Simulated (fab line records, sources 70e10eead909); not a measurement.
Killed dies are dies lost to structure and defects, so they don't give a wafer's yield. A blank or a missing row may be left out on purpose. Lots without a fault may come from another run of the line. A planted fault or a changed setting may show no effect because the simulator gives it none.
fab line records | flow nand_harc | part 1 of 2: steps 1 to 23 of 37
record lots=5 wafers=15 last_day=22
route steps=1159 shown A_BLC@967 A_M0@994
lots that met no fault: from a run of the same line without faults
start_h: hours from the record's first day to the start of the lot's first wafer shown | wait_h: hours since the lot's step before | " the same as in the row above | L1.1+2: a row that stands for several wafers | - no value, or no start given | * or withheld: withheld | < > ~ a bound
route shown NAME@n: a module of which the file shows steps, and the number in the route of the first | usual: mean/standard deviation of fault-free wafers | same: alike in all rows | chamber/n: place in a boat | sites: the reading at each site | _std_site: their standard deviation | _edge_site: outer sites' mean less inner sites' | radius_mm: how far each site lies from the wafer's centre | mask NAME#n: copy n | behind: the tool/chamber that last shaped the wafer | hold: why the lot was held/for how many hours/how that ended | device: the transistor (n, p or np) that didn't switch | end of line: the same wafers' tests at the end of the route | a step without rows: its recipe alone | killed: dies lost to structure and defects at the first sort, not the wafer's yield | map: a wafer's dies, x killed, . not, _ none there
set.NAME: the setting as run; set.NAME@STEP: as run at that earlier step | model.NAME: the simulator's own value behind a step, which no gauge read
lots at some steps of the route; a table a step, a row a wafer
services: from which hour (start_h, from the record's first day; less than 0 if before it) a tool's chamber was out of use, for how many hours, and why
## steps
# step NHARC_A_BLC_COAT_03
# recipe temp_c=225 time_s=65
# same time_s=65
# columns lot.wafer tool chamber start_h wait_h
L074.1+3+5 litho_track-01 0 - -
L077.2+4+6 litho_track-01 0 - -
L080.1+2+3 litho_track-06 0 - -
L081.2+4+5 litho_track-06 0 - -
L085.3+4+6 litho_track-04 0 - -
# step NHARC_A_BLC_COAT_04
# recipe spin_rpm=1500 resist_thk_nm=90
# usual dispense_pressure_kPa=46.6/2.7
# columns lot.wafer tool chamber start_h wait_h dispense_pressure_kPa
L074.1 litho_track-01 0 - - 43.9
L074.3 " 0 " " 43.8
L074.5 " 0 " " 43.9
L077.2 litho_track-01 0 - - 43.9
L077.4 " 0 " " 43.9
L077.6 " 0 " " 43.8
L080.1 litho_track-06 0 - - 49.6
L080.2 " 0 " " 49.6
L080.3 " 0 " " 49.6
L081.2 litho_track-06 0 - - 49.6
L081.4 " 0 " " 49.6
L081.5 " 0 " " 49.6
L085.3 litho_track-04 0 - - 48.5
L085.4 " 0 " " 48.5
L085.6 " 0 " " 48.5
# step NHARC_A_BLC_SOFTBAKE_05
# recipe temp_c=105 time_s=55
# same time_s=55
# columns lot.wafer tool chamber start_h wait_h
L074.1+3+5 litho_track-01 0 - -
L077.2+4+6 litho_track-01 0 - -
L080.1+2+3 litho_track-06 0 - -
L081.2+4+5 litho_track-06 0 - -
L085.3+4+6 litho_track-04 0 - -
# step NHARC_A_BLC_EBR_06
# columns lot.wafer tool chamber start_h wait_h
L074.1+3+5 litho_track-01 0 - -
L077.2+4+6 litho_track-01 0 - -
L080.1+2+3 litho_track-06 0 - -
L081.2+4+5 litho_track-06 0 - -
L085.3+4+6 litho_track-04 0 - -
# step NHARC_A_BLC_EXPOSE_07
# recipe na=1.35 target_cd_nm=100 dose_mj=67.97 mask_id=A_BLC
# usual stage_vel_mm_s=499.98/0.24
# columns lot.wafer tool chamber start_h wait_h mask stage_vel_mm_s
L074.1 arfi_scanner-01 0 406.37 - A_BLC#0 500.21
L074.3 " 0 " " A_BLC#0 499.90
L074.5 " 0 " " A_BLC#0 499.71
L077.2 arfi_scanner-02 0 422.04 - A_BLC#0 499.94
L077.4 " 0 " " A_BLC#0 499.60
L077.6 " 0 " " A_BLC#0 499.80
L080.1 arfi_scanner-01 0 425.75 - A_BLC#0 500.21
L080.2 " 0 " " A_BLC#0 499.86
L080.3 " 0 " " A_BLC#0 500.09
L081.2 arfi_scanner-03 0 434.10 - A_BLC#0 500.04
L081.4 " 0 " " A_BLC#0 500.29
L081.5 " 0 " " A_BLC#0 499.97
L085.3 arfi_scanner-03 0 468.66 - A_BLC#0 499.65
L085.4 " 0 " " A_BLC#0 500.07
L085.6 " 0 " " A_BLC#0 500.19
# step NHARC_A_BLC_PEB_08
# recipe peb_temp_c=100 peb_time_s=65
# columns lot.wafer tool chamber start_h wait_h
L074.1+3+5 litho_track-01 0 406.43 0.1
L077.2+4+6 litho_track-01 0 422.10 0.1
L080.1+2+3 litho_track-06 0 425.81 0.1
L081.2+4+5 litho_track-04 0 434.16 0.1
L085.3+4+6 litho_track-04 0 468.71 0.0
# step NHARC_A_BLC_DEVELOP_09
# recipe develop_time_s=35 dev_temp_c=23
# columns lot.wafer tool chamber start_h wait_h
L074.1+3+5 litho_track-01 0 - -
L077.2+4+6 litho_track-01 0 - -
L080.1+2+3 litho_track-06 0 - -
L081.2+4+5 litho_track-04 0 - -
L085.3+4+6 litho_track-04 0 - -
# step NHARC_A_BLC_CD_MEAS_10
# recipe target_cd_nm=100 landing_energy_ev=500
# usual cd_nm=100.0/0.64
# same landing_energy_ev=500
# columns lot.wafer tool chamber start_h wait_h cd_nm
L074.1 cd_sem-03 0 406.51 - 100.4
L074.3 " 0 " " 100.1
L074.5 " 0 " " 99.9
L077.2 cd_sem-01 0 422.18 - 99.7
L077.4 " 0 " " 100.0
L077.6 " 0 " " 99.7
L080.1 cd_sem-03 0 425.89 - 99.9
L080.2 " 0 " " 98.6
L080.3 " 0 " " 99.8
L081.2 cd_sem-02 0 434.24 - 100.2
L081.4 " 0 " " 99.8
L081.5 " 0 " " 100.8
L085.3 cd_sem-02 0 468.80 - 100.4
L085.4 " 0 " " 99.6
L085.6 " 0 " " 99.5
# step NHARC_A_BLC_OVL_MEAS_11
# usual overlay_x_nm=-0.1/0.68 overlay_y_nm=0.0/0.82
# columns lot.wafer tool chamber start_h wait_h overlay_x_nm overlay_y_nm
L074.1 overlay-01 - 406.60 - 0.2 0.0
L074.3 " - " " 0.3 -0.6
L074.5 " - " " -0.3 -0.6
L077.2 overlay-01 - 422.26 - 1.4 -0.8
L077.4 " - " " 1.3 -0.2
L077.6 " - " " 1.0 0.2
L080.1 overlay-02 - 425.99 - -1.2 0.9
L080.2 " - " " -1.4 0.8
L080.3 " - " " -1.3 1.0
L081.2 overlay-02 - 434.34 - 0.2 -0.1
L081.4 " - " " -0.4 -0.3
L081.5 " - " " -0.1 0.1
L085.3 overlay-02 - 468.88 - -0.2 1.7
L085.4 " - " " -0.3 2.4
L085.6 " - " " -0.1 2.3
# step NHARC_A_BLC_INSPECT_12
# usual raw_defect_count=30/11
# columns lot.wafer tool chamber start_h wait_h raw_defect_count
L074.1 defect_inspect-01 - 406.64 0.0 22
L074.3 " - " " 20
L074.5 " - " " 30
L077.2 defect_inspect-02 - 422.30 0.0 39
L077.4 " - " " 43
L077.6 " - " " 35
L080.1 defect_inspect-01 - 426.03 0.0 20
L080.2 " - " " 22
L080.3 " - " " 24
L081.2 defect_inspect-02 - 434.38 0.0 27
L081.4 " - " " 30
L081.5 " - " " 35
L085.3 defect_inspect-01 - 468.92 0.0 9
L085.4 " - " " 15
L085.6 " - " " 15
# step NHARC_A_BLC_DESCUM_15
# recipe time_s=3 o2_flow_sccm=200 ar_flow_sccm=0 bias_power_w=0 chemistry=O2
# usual drypump_motor_current_A=5.75/0.28 oes_product_au=1.000/0.0097 rf_vpp_V=58.0/0.79 showerhead_plenum_p_Torr=1.96/0.039 throttle_valve_pct=11.311/0.0097
# same time_s=3
# columns lot.wafer tool chamber start_h wait_h drypump_motor_current_A oes_product_au rf_hours_counter_h rf_vpp_V showerhead_plenum_p_Torr throttle_valve_pct
L074.3 rie_diel-02 1 406.72 0.1 6.37 0.991 8 59.1 1.97 11.318
L074.1 " 2 " " 5.68 0.978 8 58.1 1.98 11.307
L074.5 " 0 " " 5.84 0.998 - 58.6 1.94 11.309
L077.2 rie_diel-02 2 422.36 0.1 5.70 0.996 9 57.9 1.98 11.320
L077.4 " 0 " " 5.89 1.001 8 57.8 1.94 11.300
L077.6 " 2 " " 5.70 0.989 - 58.1 1.98 11.303
L080.2 rie_diel-10 0 426.09 0.1 5.67 0.986 6 57.2 1.94 11.320
L080.3 " 1 " " 5.40 0.994 7 57.7 1.93 11.288
L080.1 " 3 " " 5.83 1.016 6 58.4 2.05 11.298
L081.2 rie_diel-10 0 434.44 0.1 5.65 1.003 8 57.1 1.94 11.320
L081.4 " 2 " " 5.55 1.014 7 58.2 1.94 11.308
L081.5 " 1 " " 5.41 0.996 - 57.4 1.93 11.306
L085.4 rie_diel-02 1 468.99 0.1 6.36 1.003 14 57.8 1.97 11.312
L085.3 " 3 " " 5.64 0.996 15 58.5 2.01 11.319
L085.6 " 1 " " 6.34 1.003 - 57.6 1.97 11.326
# step NHARC_A_BLC_ETCH_16
# recipe target_depth_a=390 over_etch_frac=0.3 time_s=65 ion_energy_ev=80 cf4_flow_sccm=150 ar_flow_sccm=0 rf_w=300 bias_w=100 chemistry=CF4
# usual drypump_motor_current_A=5.76/0.27 oes_product_au=1.002/0.011 rf_vpp_V=151.7/0.94 showerhead_plenum_p_Torr=1.81/0.034 throttle_valve_pct=13.284/0.0093
# same over_etch_frac=0.3 time_s=65
# columns lot.wafer tool chamber start_h wait_h drypump_motor_current_A oes_product_au rf_hours_counter_h rf_vpp_V showerhead_plenum_p_Torr throttle_valve_pct
L074.1 rie_diel-02 2 406.80 0.1 5.73 0.987 8 152.5 1.83 13.278
L074.3 " 3 " " 5.63 1.009 7 152.7 1.85 13.294
L074.5 " 1 " " 6.33 0.996 - 151.0 1.82 13.282
L077.2 rie_diel-02 1 422.45 0.1 6.33 0.992 9 152.9 1.82 13.290
L077.4 " 2 " " 5.69 0.989 9 152.4 1.83 13.275
L077.6 " 2 " " 5.69 0.983 - 152.9 1.83 13.284
L080.3 rie_diel-10 1 426.17 0.1 5.40 0.990 7 150.8 1.79 13.289
L080.2 " 2 " " 5.57 1.011 7 152.0 1.79 13.287
L080.1 " 0 " " 5.67 0.999 7 151.4 1.79 13.294
L081.4 rie_diel-10 3 434.53 0.1 5.84 1.010 7 152.5 1.89 13.289
L081.2 " 1 " " 5.41 1.001 8 151.8 1.79 13.290
L081.5 " 2 " " 5.58 1.033 - 152.4 1.79 13.288
L085.4 rie_diel-02 0 469.12 0.1 5.85 0.999 14 150.6 1.79 13.278
L085.3 " 1 " " 6.31 0.998 15 151.2 1.82 13.272
L085.6 " 3 " " 5.61 1.005 - 154.1 1.85 13.293
# step NHARC_A_BLC_ETCH_17
# recipe target_depth_a=3900 over_etch_frac=0.25 time_s=609.38 ion_energy_ev=200 n2_flow_sccm=150 h2_flow_sccm=150 ar_flow_sccm=0 rf_w=400 bias_w=150 chemistry=N2/H2
# usual drypump_motor_current_A=5.74/0.27 oes_product_au=1.003/0.01 rf_vpp_V=432.1/1.6 showerhead_plenum_p_Torr=2.10/0.044 throttle_valve_pct=14.171/0.0095
# same over_etch_frac=0.25 time_s=609.38
# columns lot.wafer tool chamber start_h wait_h drypump_motor_current_A oes_product_au rf_hours_counter_h rf_vpp_V showerhead_plenum_p_Torr throttle_valve_pct
L074.1 rie_diel-02 3 - - 5.63 1.010 7 433.1 2.15 14.179
L074.3 " 2 " " 5.71 0.985 8 432.7 2.11 14.180
L074.5 " 3 " " 5.63 1.007 - 434.7 2.14 14.159
L077.2 rie_diel-02 0 - - 5.86 1.010 8 431.9 2.07 14.164
L077.4 " 1 " " 6.35 1.000 9 431.0 2.10 14.172
L077.6 " 0 " " 5.85 1.004 - 430.5 2.07 14.168
L080.3 rie_diel-10 0 - - 5.68 0.988 7 431.2 2.07 14.162
L080.2 " 1 " " 5.43 1.003 7 431.5 2.06 14.162
L080.1 " 3 " " 5.86 0.999 6 435.2 2.19 14.159
L081.4 rie_diel-10 3 - - 5.84 0.996 7 435.5 2.19 14.177
L081.2 " 0 " " 5.66 0.992 8 430.9 2.07 14.164
L081.5 " 1 " " 5.43 0.987 - 431.6 2.06 14.176
L085.4 rie_diel-02 3 - - 5.62 1.011 15 434.1 2.14 14.168
L085.3 " 1 " " 6.36 1.002 15 431.5 2.10 14.167
L085.6 " 2 " " 5.70 0.991 - 433.4 2.11 14.163
# step NHARC_A_BLC_ETCH_18
# recipe target_depth_a=9100 c4f8_flow_sccm=20 o2_flow_sccm=10 ar_flow_sccm=withheld rf_w=600 bias_w=1500 chemistry=C4F8/O2/Ar
# usual oes_product_au=0.958/0.022 rf_vpp_V=981.9/2.8
# columns lot.wafer tool chamber start_h wait_h oes_product_au rf_hours_counter_h rf_vpp_V
L074.1 rie_diel-02 3 - - 0.977 8 984.9
L074.3 " 0 " " 0.968 7 979.8
L074.5 " 2 " " 0.976 - 982.4
L077.4 rie_diel-02 3 - - 0.973 8 985.0
L077.2 " 2 " " 0.957 9 983.8
L077.6 " 3 " " 0.978 - 984.9
L080.1 rie_diel-10 1 - - 0.968 7 979.2
L080.3 " 2 " " 1.001 7 979.2
L080.2 " 0 " " 0.971 7 978.9
L081.4 rie_diel-10 2 - - 1.006 8 981.2
L081.2 " 3 " " 0.983 7 987.4
L081.5 " 1 " " 0.958 - 979.7
L085.4 rie_diel-02 1 - - 0.943 15 981.9
L085.3 " 3 " " 0.962 15 984.5
L085.6 " 1 " " 0.942 - 981.0
# step NHARC_A_BLC_CD_MEAS_19
# usual cd_nm=100.0/2.2
# columns lot.wafer tool chamber start_h wait_h cd_nm
L074.1 cd_sem-03 - 407.67 - 100.9
L074.3 " - " " 102.8
L074.5 " - " " 96.5
L077.2 cd_sem-01 - 423.34 - 95.5
L077.4 " - " " 100.7
L077.6 " - " " 100.0
L080.1 cd_sem-02 - 427.06 - 101.8
L080.2 " - " " 100.0
L080.3 " - " " 99.7
L081.2 cd_sem-02 - 435.42 - 100.8
L081.4 " - " " 103.4
L081.5 " - " " 101.1
L085.3 cd_sem-01 - 469.99 - 103.7
L085.4 " - " " 101.1
L085.6 " - " " 101.8
# step NHARC_A_BLC_STRIP_29
# recipe cf4_flow_sccm=150 ar_flow_sccm=0 bias_w=0 chemistry=CF4
# usual drypump_motor_current_A=5.74/0.28 oes_product_au=1.001/0.01 rf_vpp_V=59.6/0.89 showerhead_plenum_p_Torr=1.81/0.035 throttle_valve_pct=13.284/0.009
# columns lot.wafer tool chamber start_h wait_h drypump_motor_current_A oes_product_au rf_hours_counter_h rf_vpp_V showerhead_plenum_p_Torr throttle_valve_pct
L074.3 rie_diel-10 2 407.76 0.1 5.58 1.029 4 59.2 1.79 13.267
L074.1 " 3 " " 5.85 1.016 4 60.3 1.89 13.276
L074.5 " 1 " " 5.40 1.000 - 61.3 1.79 13.282
L077.2 rie_diel-04 3 423.43 0.1 6.05 0.999 47 59.5 1.74 13.296
L077.4 " 0 " " 5.74 0.995 45 58.5 1.81 13.295
L077.6 " 3 " " 6.06 0.999 - 59.9 1.74 13.305
L080.1 rie_diel-02 0 427.13 0.1 5.85 0.998 9 59.3 1.79 13.289
L080.3 " 1 " " 6.37 1.003 10 59.2 1.82 13.272
L080.2 " 3 " " 5.63 1.011 9 59.1 1.85 13.282
L081.2 rie_diel-02 3 435.49 0.1 5.69 1.022 9 60.5 1.85 13.282
L081.5 " 1 " " 6.34 1.009 - 60.3 1.82 13.285
L081.4 " 2 " " 5.69 1.003 - 58.0 1.83 13.289
L085.3 rie_diel-10 3 470.06 0.1 5.85 0.999 11 59.1 1.88 13.292
L085.4 " 0 " " 5.66 0.988 11 58.8 1.79 13.297
L085.6 " 3 " " 5.83 0.999 - 61.4 1.88 13.290
# step NHARC_A_BLC_STRIP_21
# recipe o2_flow_sccm=500 ar_flow_sccm=0 bias_w=0 chemistry=O2
# usual drypump_motor_current_A=5.76/0.27 oes_product_au=1.004/0.01 rf_vpp_V=57.9/0.87 showerhead_plenum_p_Torr=3.61/0.075 throttle_valve_pct=17.036/0.008
# columns lot.wafer tool chamber start_h wait_h drypump_motor_current_A oes_product_au rf_hours_counter_h rf_vpp_V showerhead_plenum_p_Torr throttle_valve_pct
L074.1 rie_diel-10 3 407.87 0.1 5.87 1.020 4 57.9 3.76 17.041
L074.3 " 0 " " 5.72 0.994 4 58.2 3.57 17.034
L074.5 " 2 " " 5.57 1.012 - 57.7 3.57 17.034
L077.2 rie_diel-04 3 423.52 0.1 6.09 0.993 47 57.2 3.48 17.032
L077.4 " 0 " " 5.77 1.007 45 58.7 3.62 17.022
L077.6 " 0 " " 5.80 1.000 - 59.2 3.62 17.046
L080.1 rie_diel-02 1 427.25 0.1 6.36 0.996 10 57.1 3.63 17.024
L080.2 " 2 " " 5.71 0.982 10 57.5 3.64 17.025
L080.3 " 3 " " 5.63 1.010 9 59.6 3.69 17.046
L081.2 rie_diel-02 3 435.63 0.1 5.65 1.020 9 58.9 3.69 17.038
L081.5 " 3 " " 5.64 1.010 - 57.3 3.69 17.036
L081.4 " 1 " " 6.29 1.012 - 58.3 3.63 17.048
L085.4 rie_diel-10 0 470.18 0.1 5.66 0.993 11 56.9 3.57 17.038
L085.3 " 1 " " 5.40 0.990 11 58.5 3.56 17.059
L085.6 " 0 " " 5.68 0.989 - 58.4 3.57 17.038
# step NHARC_A_BLC_STRIP_22
# recipe time_s=600 temp_c=30 chemistry=post_etch_residue_remover
# same time_s=600
# columns lot.wafer tool chamber start_h wait_h
L074.3+1+5 wet_bench-09 4,5,1 408.01 -
L077.2+4+6 wet_bench-02 3,4,6 423.69 -
L080.2+1+3 wet_bench-02 6,1,2 427.39 -
L081.5+2+4 wet_bench-05 0,3,4 435.79 -
L085.4+6+3 wet_bench-05 3,5,7 470.34 -
# step NHARC_A_BLC_DEGAS_30
# recipe temp_c=300 time_s=60
# usual heater_power_w=483/50
# same time_s=60
# columns lot.wafer tool chamber start_h wait_h heater_power_w
L074.3 pvd_sputter-03 - 408.28 - 534
L074.1 " - " " 428
L074.5 " - " " 503
L077.2 pvd_sputter-03 - 423.96 - 506
L077.4 " - " " 431
L077.6 " - " " 516
L080.2 pvd_sputter-03 - 427.66 - 489
L080.3 " - " " 421
L080.1 " - " " 527
L081.4 pvd_sputter-01 - 436.07 - 483
L081.2 " - " " 427
L081.5 " - " " 578
L085.4 pvd_sputter-03 - 470.60 - 435
L085.3 " - " " 529
L085.6 " - " " 530
# step NHARC_A_BLC_PRE_CLEAN_31
# recipe time_s=15 bias_v=250 gas=Ar
# same time_s=15
# columns lot.wafer tool chamber start_h wait_h
L074.1+3+5 pvd_sputter-03 - - -
L077.4+2+6 pvd_sputter-03 - - -
L080.1+3+2 pvd_sputter-03 - - -
L081.2+4+5 pvd_sputter-01 - - -
L085.3+4+6 pvd_sputter-03 - - -
# step NHARC_A_BLC_PVD_32
# recipe target_thk_a=50 chamber_pressure_pa=5 power_w=5000 substrate_temp_c=200 time_s=17.7 material=Ti
# usual throttle_valve_pct=29.9/0.59
# same time_s=17.7
# columns lot.wafer tool chamber start_h wait_h throttle_valve_pct
L074.3 pvd_sputter-03 - - - 29.5
L074.1 " - " " 31.0
L074.5 " - " " 29.5
L077.2 pvd_sputter-03 - - - 29.4
L077.4 " - " " 29.6
L077.6 " - " " 30.7
L080.1 pvd_sputter-03 - - - 30.8
L080.3 " - " " 29.2
L080.2 " - " " 29.5
L081.2 pvd_sputter-01 - - - 29.9
L081.4 " - " " 30.2
L081.5 " - " " 29.9
L085.3 pvd_sputter-03 - - - 30.4
L085.4 " - " " 28.3
L085.6 " - " " 30.7
# step NHARC_A_BLC_ALD_23
# recipe target_thk_a=30 pulse_time_s=1 ald_cycles=150 temp_c=450 material=TiN
# usual heater_power_w=1107/100 precursor_pulse_height_rel=0.998/0.019
# columns lot.wafer tool chamber start_h wait_h heater_power_w precursor_pulse_height_rel
L074.1 ald_metal-01 3 408.52 - 1236 1.008
L074.3 " 1 " " 1059 0.974
L074.5 " 3 " " 1215 1.022
L077.2 ald_metal-01 1 424.23 - 1120 1.017
L077.4 " 3 " " 1202 0.990
L077.6 " 1 " " 1085 0.988
L080.3 ald_metal-03 2 427.90 - 991 1.005
L080.2 " 3 " " 1029 1.020
L080.1 " 1 " " 1007 0.978
L081.2 ald_metal-01 2 436.35 - 1092 1.030
L081.5 " 3 " " 1207 0.996
L081.4 " 2 " " 1109 1.011
L085.4 ald_metal-01 0 470.84 - 1040 0.970
L085.3 " 3 " " 1219 1.009
L085.6 " 0 " " 1026 1.017
# step NHARC_A_BLC_CVD_24
# recipe target_thk_a=1500 temp_c=300 pressure_torr=40 wf6_flow_sccm=40 h2_flow_sccm=1600 ar_flow_sccm=1560 time_s=434 material=W
# usual chamber_pressure_Torr=40.01/0.086 heater_power_w=481/59 throttle_valve_pct=7.79/0.23
# same time_s=434
# columns lot.wafer tool chamber start_h wait_h chamber_pressure_Torr heater_power_w throttle_valve_pct
L074.1 cvd_w-01 1 - - 39.94 397 7.78
L074.3 " 0 " " 40.06 534 8.01
L074.5 " 0 " " 39.99 538 8.18
L077.2 cvd_w-02 0 - - 39.90 532 7.66
L077.4 " 1 " " 40.08 484 7.81
L077.6 " 1 " " 40.15 490 7.50
L080.1 cvd_w-01 1 - - 39.91 391 7.58
L080.2 " 1 " " 39.92 389 7.67
L080.3 " 1 " " 39.91 391 7.71
L081.2 cvd_w-02 0 - - 39.90 540 7.53
L081.4 " 1 " " 40.09 485 8.05
L081.5 " 0 " " 40.19 524 7.22
L085.4 cvd_w-01 1 - - 39.95 389 7.78
L085.3 " 0 " " 40.04 537 8.05
L085.6 " 1 " " 40.09 399 7.64
